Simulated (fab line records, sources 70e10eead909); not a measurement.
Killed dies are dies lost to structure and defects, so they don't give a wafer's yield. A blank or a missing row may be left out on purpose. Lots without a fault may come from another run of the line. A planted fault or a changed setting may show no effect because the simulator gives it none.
Chamber matching | flow nand_harc | NHARC_A_BLC_STRIP_21 on rie_diel-09: 4 sister chambers
The step strips in O2. 8 wafers are shown with their chamber, then 10 later ones without.

WAFERS WITH THEIR CHAMBER
wafer  | chamber | showerhead_plenum_p_Torr (Torr) | drypump_motor_current_A (A)
L078.2 | 2       | 3.46                            | 5.3
L078.5 | 1       | 3.46                            | 5.2
L080.5 | 2       | 3.45                            | 5.3
L082.2 | 1       | 3.46                            | 5.2
L082.3 | 3       | 3.63                            | 5.7
L082.4 | 0       | 3.61                            | 5.4
L089.1 | 3       | 3.62                            | 5.6
L089.4 | 0       | 3.61                            | 5.4

WAFERS WITHOUT THEIR CHAMBER
wafer  | showerhead_plenum_p_Torr (Torr) | drypump_motor_current_A (A)
L089.5 | 3.45                            | 5.3
L093.2 | 3.46                            | 5.1
L093.5 | 3.46                            | 5.1
L093.6 | 3.61                            | 5.5
L092.1 | 3.46                            | 5.2
L092.2 | 3.61                            | 5.4
L092.5 | 3.62                            | 5.7
L094.1 | 3.60                            | 5.4
L094.2 | 3.62                            | 5.7
L094.6 | 3.62                            | 5.7

WHICH CHAMBER EACH WENT THROUGH
wafer  | from the rows above | in truth
L089.5 | 2                   | 2
L093.2 | 1                   | 1
L093.5 | 1                   | 1
L093.6 | 0                   | 0
L092.1 | 1                   | 1
L092.2 | 0                   | 0
L092.5 | 3                   | 3
L094.1 | 0                   | 0
L094.2 | 3                   | 3
L094.6 | 3                   | 3
Placed correctly: 10 of 10. Can't be placed from these rows: 0. Placed wrongly: 0.
How it was worked out, from the rows above alone: a wafer's distance from a chamber is the root of the sum, over the readings, of the square of ((its reading less the chamber's mean) divided by the reading's scatter). The wafer belongs to the nearest chamber; if the next one is less than 2 further off, it can't be placed. A chamber's mean is the mean of its shown wafers. The scatter: the root of (the sum of the squares of (reading less its chamber's mean) over the shown wafers, divided by (wafers less chambers)).
